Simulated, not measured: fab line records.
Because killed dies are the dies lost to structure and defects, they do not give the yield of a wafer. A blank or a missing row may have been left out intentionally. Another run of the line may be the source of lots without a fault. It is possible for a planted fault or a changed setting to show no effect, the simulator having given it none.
Split-lot experiment / flow n5_finfet / 21 wafers read from 7 lots, route of 1938 steps

== ABOUT THE SPLIT ==
At N5_BEOL_M11_TRENCH_ETCH_37 (etches SiCOH lowk in C4F6/O2, target depth 148.83 nm, time 48 s), the setting bias_w was moved away from the recipe's 185 W on 8 of the 21 wafers read, by -15.7% to +13.0%. The other wafers ran this setting at the recipe's value.

The split's own step is where the reading is taken.

== THE READING ==
rf_vpp_V, in V, at N5_BEOL_M11_TRENCH_ETCH_37 (etches SiCOH lowk in C4F6/O2, target depth 148.83 nm, time 48 s). Fault-free wafers of this fab line usually give 664 V, standard deviation 15 V.

wafer=L074.2; tool, chamber at the split=rie_diel-04, 0; bias_w as run, W=185; against the recipe=recipe; rf_vpp_V, V=659; against lot-mates on the recipe=-
wafer=L074.3; tool, chamber at the split=rie_diel-04, 2; bias_w as run, W=185; against the recipe=recipe; rf_vpp_V, V=654; against lot-mates on the recipe=-
wafer=L074.6; tool, chamber at the split=rie_diel-04, 1; bias_w as run, W=185; against the recipe=recipe; rf_vpp_V, V=676; against lot-mates on the recipe=-
wafer=L076.1; tool, chamber at the split=rie_diel-04, 0; bias_w as run, W=185; against the recipe=recipe; rf_vpp_V, V=660; against lot-mates on the recipe=-
wafer=L076.4; tool, chamber at the split=rie_diel-04, 1; bias_w as run, W=185; against the recipe=recipe; rf_vpp_V, V=676; against lot-mates on the recipe=-
wafer=L076.6; tool, chamber at the split=rie_diel-04, 3; bias_w as run, W=156; against the recipe=-15.7%; rf_vpp_V, V=606; against lot-mates on the recipe=-62
wafer=L077.1; tool, chamber at the split=rie_diel-04, 3; bias_w as run, W=185; against the recipe=recipe; rf_vpp_V, V=692; against lot-mates on the recipe=-
wafer=L077.4; tool, chamber at the split=rie_diel-04, 1; bias_w as run, W=185; against the recipe=recipe; rf_vpp_V, V=676; against lot-mates on the recipe=-
wafer=L077.5; tool, chamber at the split=rie_diel-04, 3; bias_w as run, W=204.4; against the recipe=+10.5%; rf_vpp_V, V=749; against lot-mates on the recipe=+65
wafer=L081.1; tool, chamber at the split=rie_diel-01, 0; bias_w as run, W=202.8; against the recipe=+9.6%; rf_vpp_V, V=702; against lot-mates on the recipe=no lot-mate on the recipe
wafer=L081.3; tool, chamber at the split=rie_diel-01, 2; bias_w as run, W=202.8; against the recipe=+9.6%; rf_vpp_V, V=717; against lot-mates on the recipe=no lot-mate on the recipe
wafer=L081.5; tool, chamber at the split=rie_diel-01, 1; bias_w as run, W=202.8; against the recipe=+9.6%; rf_vpp_V, V=725; against lot-mates on the recipe=no lot-mate on the recipe
wafer=L082.2; tool, chamber at the split=rie_diel-01, 2; bias_w as run, W=169.4; against the recipe=-8.4%; rf_vpp_V, V=621; against lot-mates on the recipe=-30
wafer=L082.4; tool, chamber at the split=rie_diel-01, 0; bias_w as run, W=185; against the recipe=recipe; rf_vpp_V, V=651; against lot-mates on the recipe=-
wafer=L082.5; tool, chamber at the split=rie_diel-01, 3; bias_w as run, W=169.4; against the recipe=-8.4%; rf_vpp_V, V=599; against lot-mates on the recipe=-52
wafer=L089.1; tool, chamber at the split=rie_diel-01, 0; bias_w as run, W=209.1; against the recipe=+13.0%; rf_vpp_V, V=718; against lot-mates on the recipe=+60
wafer=L089.2; tool, chamber at the split=rie_diel-01, 1; bias_w as run, W=185; against the recipe=recipe; rf_vpp_V, V=674; against lot-mates on the recipe=-
wafer=L089.3; tool, chamber at the split=rie_diel-01, 3; bias_w as run, W=185; against the recipe=recipe; rf_vpp_V, V=643; against lot-mates on the recipe=-
wafer=L090.2; tool, chamber at the split=rie_diel-01, 1; bias_w as run, W=185; against the recipe=recipe; rf_vpp_V, V=677; against lot-mates on the recipe=-
wafer=L090.3; tool, chamber at the split=rie_diel-01, 3; bias_w as run, W=185; against the recipe=recipe; rf_vpp_V, V=643; against lot-mates on the recipe=-
wafer=L090.5; tool, chamber at the split=rie_diel-01, 0; bias_w as run, W=185; against the recipe=recipe; rf_vpp_V, V=650; against lot-mates on the recipe=-

FIT RESULTS
A straight line over all 21 wafers: rf_vpp_V changes by +5.14 V for each +1% of bias_w; r = +0.91; the points scatter about the line by 17 V.
The same after taking each lot's own level away (the mean of its wafers on the recipe; 18 wafers): +4.69 V for each +1%; r = +0.93; scatter 12 V.
The reading moves by 74 V for the largest change in bias_w, on that fit.
The lots' own levels span 651.0 to 684.0 V, that is 2.2 times the standard deviation above.
Hence the lot-to-lot level has little effect on the slope; both slopes agree.
Check: with one of the wafers moved furthest among these (-15.7%) left out of the fit, the line predicts -79.2 V for it against its lot-mates. Against them it came out at -62 V.
Tool readings at the split's step, against how far the setting was moved: rf_vpp_V r = +0.91.

== ADDITIONAL SPLITS CARRIED BY THESE WAFERS ==
Note: prior to the reading, these wafers also went through further splits. Each is held against what the fit with the lots' levels taken away leaves over:
other split on the same wafers=N5_BEOL_M10_COAT_64 spin_rpm; wafers away from the commonest value=6; r with rf_vpp_V (lot level and that fit taken away)=-0.21

== THE FILE'S OWN FIT ==
rf_vpp_V changes by +4.65 V for each +1% of bias_w, r = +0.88.
